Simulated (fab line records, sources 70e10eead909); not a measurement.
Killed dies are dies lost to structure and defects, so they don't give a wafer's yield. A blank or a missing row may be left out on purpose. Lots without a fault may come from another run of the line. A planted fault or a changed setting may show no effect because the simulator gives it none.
Which tool did it? | flow nand_harc | 14 lots, 41 wafers sampled, at 6 steps of a route of 1302

WHAT THE GAUGES READ, wafer by wafer
NHARC_A_ONON_D2_THK_MEAS_02: measures by ellipsometry. Usual: thk_nm 1002 nm, standard deviation 13.
lot  | measured     | on            | thk_nm (nm)    | flag
L911 | day 12 20:56 | film_metro-02 | 1002 1000 1000 |
L912 | day 13 18:16 | film_metro-02 | 990 989 988    |
L914 | day 14 01:07 | film_metro-02 | 1008 1008 1010 |
L915 | day 14 08:05 | film_metro-02 | 989 988 986    |
L916 | day 15 00:19 | film_metro-02 | 987 989 987    |
L918 | day 15 20:41 | film_metro-01 | 1018 1019 1020 |
L920 | day 15 23:19 | film_metro-01 | 1002 1001 1002 |
L922 | day 17 13:43 | film_metro-01 | 1000 998 999   |
L923 | day 18 00:55 | film_metro-01 | 1000 1000 998  |
L924 | day 18 14:09 | film_metro-01 | 995 1279 994   | OFF
L926 | day 19 04:01 | film_metro-02 | 1300 1298      | OFF
L928 | day 19 17:46 | film_metro-01 | 1306 1022 1307 | OFF
L932 | day 21 06:09 | film_metro-02 | 1002 1002 1003 |
L933 | day 22 04:53 | film_metro-01 | 1005 1005 1005 |

NHARC_END_SORT_01. Usual: killed_at_array 55, standard deviation 19; killed_at_other 0.6, standard deviation 0.99; killed_at_periphery 4.2, standard deviation 2.6; killed_dies 60, standard deviation 18; killed_open 3.4, standard deviation 1.7; killed_short 2.3, standard deviation 1.5.
lot  | measured     | on        | killed_at_array | killed_at_other | killed_at_periphery | killed_dies | killed_open | killed_short | flag
L922 | day 29 11:10 | prober-01 | 29 40 37        | 0 0 0           | 0 4 3               | 29 44 40    | 4 2 2       | 0 4 5        |

WHICH TOOL RAN EACH LOT (tool, then ch and the chambers of the sampled wafers, then the start)
lot  | NHARC_A_CHANNEL_FILL_D1_ALD_14   | NHARC_A_CHANNEL_FILL_D1_ALD_15                 | NHARC_A_CHANNEL_FILL_D1_CMP_10 | NHARC_A_ONON_D2_DEP_00
L911 | ald_hk-01 ch 0,2, day 9 14:52    | ald_sin_batch-01 ch 0, day 11 07:49 or earlier | cmp-03 ch 1,2,3, day 11 07:49  | pecvd_onon-02 ch 0, day 12 20:25
L912 | ald_hk-03 ch 1,2, day 10 08:14   | ald_sin_batch-03 ch 0, day 12 04:04 or earlier | cmp-03 ch 0,2, day 12 04:04    | pecvd_onon-02 ch 0, day 13 17:46
L914 | ald_hk-02 ch 0,2,3, day 10 18:42 | ald_sin_batch-02 ch 0, day 12 11:43 or earlier | cmp-03 ch 0,1,2, day 12 11:43  | pecvd_onon-02 ch 0, day 14 00:40
L915 | ald_hk-03 ch 1,2, day 11 01:16   | ald_sin_batch-03 ch 0, day 12 18:50 or earlier | cmp-01 ch 0,1,2, day 12 18:50  | pecvd_onon-02 ch 0, day 14 07:34
L916 | ald_hk-03 ch 1,2,3, day 11 20:04 | ald_sin_batch-01 ch 0, day 13 14:08 or earlier | cmp-02 ch 0,1,3, day 13 14:08  | pecvd_onon-01 ch 0, day 14 23:52
L918 | ald_hk-01 ch 1,2, day 12 17:24   | ald_sin_batch-01 ch 0, day 14 09:37 or earlier | cmp-02 ch 0,3, day 14 09:37    | pecvd_onon-02 ch 0, day 15 20:14
L920 | ald_hk-01 ch 1,2,3, day 13 01:46 | ald_sin_batch-01 ch 0, day 14 15:12 or earlier | cmp-01 ch 0,1, day 14 15:12    | pecvd_onon-02 ch 0, day 15 22:47
L922 | ald_hk-01 ch 0,1,3, day 14 10:38 | ald_sin_batch-02 ch 0, day 16 02:59 or earlier | cmp-01 ch 1,2,3, day 16 02:59  | pecvd_onon-02 ch 0, day 17 13:15
L923 | ald_hk-01 ch 0,3, day 14 16:38   | ald_sin_batch-03 ch 0, day 16 12:46 or earlier | cmp-01 ch 0,1, day 16 12:46    | pecvd_onon-04 ch 0, day 18 00:28
L924 | ald_hk-02 ch 2,3, day 15 09:55   | ald_sin_batch-03 ch 0, day 17 05:07 or earlier | cmp-02 ch 0,2, day 17 05:07    | pecvd_onon-02 ch 0, day 18 13:42
L926 | ald_hk-01 ch 0,1, day 16 00:01   | ald_sin_batch-03 ch 0, day 17 17:11 or earlier | cmp-02 ch 0,3, day 17 17:11    | pecvd_onon-02 ch 0, day 19 03:37
L928 | ald_hk-03 ch 0,1,2, day 16 12:19 | ald_sin_batch-03 ch 0, day 18 06:11 or earlier | cmp-03 ch 0,1,2, day 18 06:11  | pecvd_onon-02 ch 0, day 19 17:22
L932 | ald_hk-02 ch 1,2, day 18 03:55   | ald_sin_batch-02 ch 0, day 19 20:29 or earlier | cmp-03 ch 0,1,3, day 19 20:29  | pecvd_onon-01 ch 0, day 21 05:38
L933 | ald_hk-01 ch 1,3, day 18 20:20   | ald_sin_batch-01 ch 0, day 20 12:42 or earlier | cmp-03 ch 0,2,3, day 20 12:42  | pecvd_onon-04 ch 0, day 22 04:22
- NHARC_A_CHANNEL_FILL_D1_ALD_14: deposits SiO2, target thk 2.5 nm, pulse time 10 s, ald cycles 25.
- NHARC_A_CHANNEL_FILL_D1_ALD_15: deposits SiNx, target thk 2 nm, pulse time 60 s, ald cycles 19.
- NHARC_A_CHANNEL_FILL_D1_CMP_10: polishes, target thk 150 nm.
- NHARC_A_ONON_D2_DEP_00: target thk 1000 nm.

WHAT THE TOOLS THEMSELVES READ (means of the sampled wafers that have a number; where no wafer has one, the mark that the record gives instead)
NHARC_A_CHANNEL_FILL_D1_ALD_14. Usual: heater_power_w 479 W, standard deviation 44; precursor_pulse_height_rel 1.000, standard deviation 0.02.
lot  | tool      | heater_power_w (W) | precursor_pulse_height_rel | flag
L911 | ald_hk-01 | 462                | 0.983                      |
L912 | ald_hk-03 | 448                | 0.981                      |
L914 | ald_hk-02 | 495                | 0.995                      |
L915 | ald_hk-03 | 446                | 0.994                      |
L916 | ald_hk-03 | 493                | 0.995                      |
L918 | ald_hk-01 | 507                | 1.003                      |
L920 | ald_hk-01 | 482                | 1.010                      |
L922 | ald_hk-01 | 469                | 1.002                      |
L923 | ald_hk-01 | 459                | 1.007                      |
L924 | ald_hk-02 | 512                | 1.024                      |
L926 | ald_hk-01 | 468                | 1.034                      |
L928 | ald_hk-03 | 433                | 0.991                      |
L932 | ald_hk-02 | 444                | 0.970                      |
L933 | ald_hk-01 | 479                | 0.984                      |

NHARC_A_CHANNEL_FILL_D1_ALD_15. Usual: precursor_pulse_height_rel 0.997, standard deviation 0.02.
lot  | tool             | precursor_pulse_height_rel | flag
L911 | ald_sin_batch-01 | 0.997                      |
L912 | ald_sin_batch-03 | 0.998                      |
L914 | ald_sin_batch-02 | 1.006                      |
L915 | ald_sin_batch-03 | 0.999                      |
L916 | ald_sin_batch-01 | 0.998                      |
L918 | ald_sin_batch-01 | 0.983                      |
L920 | ald_sin_batch-01 | 0.996                      |
L922 | ald_sin_batch-02 | 1.004                      |
L923 | ald_sin_batch-03 | 1.002                      |
L924 | ald_sin_batch-03 | 1.027                      |
L926 | ald_sin_batch-03 | 1.000                      |
L928 | ald_sin_batch-03 | 0.996                      |
L932 | ald_sin_batch-02 | 0.991                      |
L933 | ald_sin_batch-01 | 1.019                      |

NHARC_A_CHANNEL_FILL_D1_CMP_10. Usual: motor_current_A 12.1 A, standard deviation 1.2; time_to_endpoint_s 15.2 s, standard deviation 2.6.
lot  | tool   | motor_current_A (A) | time_to_endpoint_s (s) | flag
L911 | cmp-03 | 11.8                | 17.4                   |
L912 | cmp-03 | 13.0                | 14.4                   |
L914 | cmp-03 | 12.2                | 16.0                   |
L915 | cmp-01 | 11.2                | 14.5                   |
L916 | cmp-02 | 11.9                | 14.9                   |
L918 | cmp-02 | 11.9                | 10.9                   |
L920 | cmp-01 | 12.4                | 19.0                   |
L922 | cmp-01 | 12.9                | 16.0                   |
L923 | cmp-01 | 12.2                | 13.2                   |
L924 | cmp-02 | 12.6                | 15.1                   |
L926 | cmp-02 | 11.8                | 17.1                   |
L928 | cmp-03 | 11.7                | 12.9                   |
L932 | cmp-03 | 11.5                | 12.6                   |
L933 | cmp-03 | 11.6                | 15.5                   |

THE ANSWER, worked out from the rows above alone
Rule: a lot is off if the mean of its wafers that have a number lies more than 3 standard deviations from the usual mean. A lot without any number at a reading at which 4 lots or more have one is off too. The other lots that the step has rows for count as sound. The gauges are gone through in route order, then the tools' own readings, and for those a lot's mean is taken as printed above. The first step at which some lot is off is used, and at that step the reading that is off furthest; a lot without a number counts as furthest.
Off: L924, L926, L928, at NHARC_A_ONON_D2_THK_MEAS_02 (thk_nm).
A tool fits if, at a process step before that reading, it ran every lot that is off, and no sound lot after the first of them. The gauges at NHARC_A_ONON_D2_THK_MEAS_02 are tried like those tools. NHARC_A_CHANNEL_FILL_D1_ALD_15 gives no start for some lots, so the hours and the order of its lots are those of NHARC_A_CHANNEL_FILL_D1_CMP_10. Can't be told from this: 2 tools fit, ald_sin_batch-03 at NHARC_A_CHANNEL_FILL_D1_ALD_15, pecvd_onon-02 at NHARC_A_ONON_D2_DEP_00.

WHAT THE SIMULATOR HAD PUT IN
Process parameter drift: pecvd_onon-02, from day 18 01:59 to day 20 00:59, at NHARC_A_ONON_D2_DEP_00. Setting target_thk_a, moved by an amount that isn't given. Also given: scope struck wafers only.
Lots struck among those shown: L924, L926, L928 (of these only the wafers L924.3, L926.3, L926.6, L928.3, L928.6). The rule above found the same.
